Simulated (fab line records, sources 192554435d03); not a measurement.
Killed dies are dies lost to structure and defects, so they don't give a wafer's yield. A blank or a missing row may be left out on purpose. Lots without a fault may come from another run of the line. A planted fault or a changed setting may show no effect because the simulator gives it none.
One fault seen from 3 desks | flow n5_finfet | each desk has only its own numbers; what lay behind them comes last

THE TOOL OWNER'S DESK: pecvd-03
The tool's own readings at N5_PASSIVATION_PECVD_01 (deposits SiNx from SiH4/NH3/N2, target thk 200 nm, time 43.2 s): means of the sampled wafers that have a number, for each lot that ran on this tool. A lot is out of limits, marked OUT, if its mean lies more than 4 standard deviations from the usual mean; the brackets give that distance.
Columns: A = heater_power_w at N5_PASSIVATION_PECVD_01, usual 320 W; B = rf_fwd_power_W at N5_PASSIVATION_PECVD_01, usual 1395 W; C = showerhead_plenum_p_Torr at N5_PASSIVATION_PECVD_01, usual 8.69 Torr; D = showerhead_vpp_V at N5_PASSIVATION_PECVD_01, usual 2262 V; E = throttle_valve_pct at N5_PASSIVATION_PECVD_01, usual 29.9 %
lot  | first seen here | A   | B    | C    | D    | E
L400 | day 13 11:16    | 274 | 1391 | 8.72 | 2277 | 29.2
L404 | day 14 05:13    | 356 | 1398 | 8.70 | 2280 | 29.6
L405 | day 14 09:02    | 298 | 1396 | 8.71 | 2263 | 29.7
This desk's finding: nothing out of limits on any of the 3 lots.

THE METROLOGY DESK
What the gauges read, lot by lot, whatever tool the lot ran on: means of the sampled wafers that have a number. A lot is out of limits, marked OUT, if its mean lies more than 4 standard deviations from the usual mean; the brackets give that distance.
Columns: A = cd_nm at N5_MIM_BOT_LITHO_CD_MEAS_08, usual 2998.9 nm; B = MIM_BOT_OVL at N5_MIM_BOT_LITHO_OVL_MEAS_11, usual -1 nm
lot  | first seen here | A      | B
L395 | day 12 01:08    | 3001.0 | -3
L400 | day 13 10:00    | 2997.4 | 2
L404 | day 14 03:54    | 2996.2 | -3
L405 | day 14 08:01    | 2999.6 | -3
L416 | day 17 09:43    | 2995.9 | -8
L417 | day 17 23:16    | 3000.7 | 1
This desk's finding: nothing out of limits on any of the 6 lots.

THE DEFECT DESK
What the inspections along the route counted, lot by lot: means of the sampled wafers that have a number. A lot is out of limits, marked OUT, if its mean lies more than 4 standard deviations from the usual mean; the brackets give that distance.
Columns: A = raw_defect_count at N5_MIM_BOT_LITHO_INSPECT_12, usual 2.1
lot  | first seen here | A
L395 | day 12 01:11    | 3.7
L400 | day 13 10:03    | 2.7
L404 | day 14 03:58    | 2.0
L405 | day 14 08:04    | 3.3
L416 | day 17 09:46    | 2.7
L417 | day 17 23:19    | 0.3
This desk's finding: nothing out of limits on any of the 6 lots.

PUT TOGETHER
The tool owner's desk saw nothing out of limits.
The metrology desk saw nothing out of limits.
The defect desk saw nothing out of limits.

WHAT THE SIMULATOR HAD PUT IN
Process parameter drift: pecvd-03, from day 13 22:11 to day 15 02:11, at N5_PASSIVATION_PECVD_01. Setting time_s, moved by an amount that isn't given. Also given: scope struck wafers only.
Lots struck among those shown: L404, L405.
